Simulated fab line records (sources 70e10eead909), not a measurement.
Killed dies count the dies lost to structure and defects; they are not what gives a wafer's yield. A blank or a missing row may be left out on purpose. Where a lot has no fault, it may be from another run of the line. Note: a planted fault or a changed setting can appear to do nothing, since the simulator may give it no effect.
8D (eight disciplines) problem report, filled in by code	flow nand_harc	the parts of the form that need people (team, actions taken, sign-off) are left out

== 1. WHAT IS WRONG ==
killed_at_array at NHARC_END_SORT_01 reads a mean of 494 on 1 wafer of 1 lot; wafers without a fault read 51 with a standard deviation of 18. That puts it +25 standard deviations away from the usual mean.
First observed at day 28 12:04: wafer L848.1, on prober-02. The record holds 3 wafers of 1 lot with a number at this step. The rule behind "out" and "out of limits": a value lying over 4 standard deviations away from the usual mean. All remaining wafers that have a number are taken as sound.

== 2. WHAT IT IS, AND WHAT IT ISN'T ==
question	is	is not
which readings at this step	killed_at_array, killed_dies	killed_at_other, killed_at_periphery, killed_open, killed_short
which lots	L848	-
which wafers of those lots	L848.1	L848.3, L848.5
read on which gauges	prober-02	-
when	from day 28 12:04	up to then (0 sound wafers); but 2 sound wafers of L848 came after

== 3. THE SUSPECTS, EACH WITH WHAT RULES IT OUT ==
Counting: a tool at a process step up to the reading stays a suspect if it ran every lot that is out. Sound lots after the first of them don't rule it out here, since some wafers of a struck lot are sound.
- the gauge at NHARC_END_SORT_01 has been ruled out. All the wafers that are out were read on prober-02, but those of them that NHARC_A_CONTACT_ETCH_102 has rows for are out there too, on other tools.
- har_cap_etch-02 at NHARC_A_CONTACT_ETCH_112 (etches the open film in C4F8/O2/Ar, time 190 s, target depth 1850 nm): kept. It ran the lot that is out, L848 (day 25 15:18).
- har_cap_etch-02 at NHARC_A_CONTACT_ETCH_120 (etches the open film in C4F8/O2/Ar, time 190 s, target depth 1850 nm): kept. It ran the lot that is out, L848 (day 25 16:40).
- rie_diel-03 at NHARC_A_CONTACT_ETCH_102 (etches the open film in CF4/O2, target depth 100 nm, overetch 10 nm, time 55 s): kept. It ran the lot that is out, L848 (day 25 18:41). Out on those wafers are its own readings of oes_product_au.
- At NHARC_A_CONTACT_ETCH_102, inside rie_diel-03: chamber 0 took the wafers that are out, while their sound lot-mates went through chambers 2, 3.
har_cap_etch-02 at NHARC_A_CONTACT_ETCH_112, har_cap_etch-02 at NHARC_A_CONTACT_ETCH_120 and rie_diel-03 at NHARC_A_CONTACT_ETCH_102 are what is left after counting.

== 4. THE CAUSE (what the simulator had put in) ==
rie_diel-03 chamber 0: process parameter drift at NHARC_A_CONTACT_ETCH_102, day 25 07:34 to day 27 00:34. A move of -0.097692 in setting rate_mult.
Counting left 3 suspects, and this tool is among them.

== 5. THE CHAIN OF EFFECTS, in route order ==
One row per reading whose mean, taken over the struck wafers that have a number, lies over 3 standard deviations from the usual. Readings are gone through only where the record gives a usual standard deviation; hours: the median, over the lots, of the time from a lot's start at the first step in this table giving one to that lot's start at this step; sigmas: the change measured in usual standard deviations.
hours	step	reading	usual	on struck wafers	change	sigmas
0	NHARC_A_CONTACT_ETCH_102	oes_product_au	0.999 a.u.	0.939	-0.060	-6.3
65	NHARC_END_SORT_01	killed_at_array	51	494	+443	+25
65	NHARC_END_SORT_01	killed_dies	55	495	+440	+23
It contains these process steps:
- NHARC_A_CONTACT_ETCH_102: etches the open film in CF4/O2, target depth 100 nm, overetch 10 nm, time 55 s.

== 6. HOW IT WOULD HAVE BEEN CAUGHT EARLIER ==
In this record the first reading out of limits at a measuring or inspecting step was taken at day 28 12:04, 76 hours after the fault began at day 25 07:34.
At NHARC_A_CONTACT_ETCH_102, the tool's own readings (oes_product_au) were out on each struck wafer the step has a row for, so an alarm limit on them would have fired on the first such wafer.
The start of NHARC_A_CONTACT_ETCH_102 on rie_diel-03 came by day 28 12:04 for every one of the lots that are out (1). A hold on the tool at that time would have spared none of them.
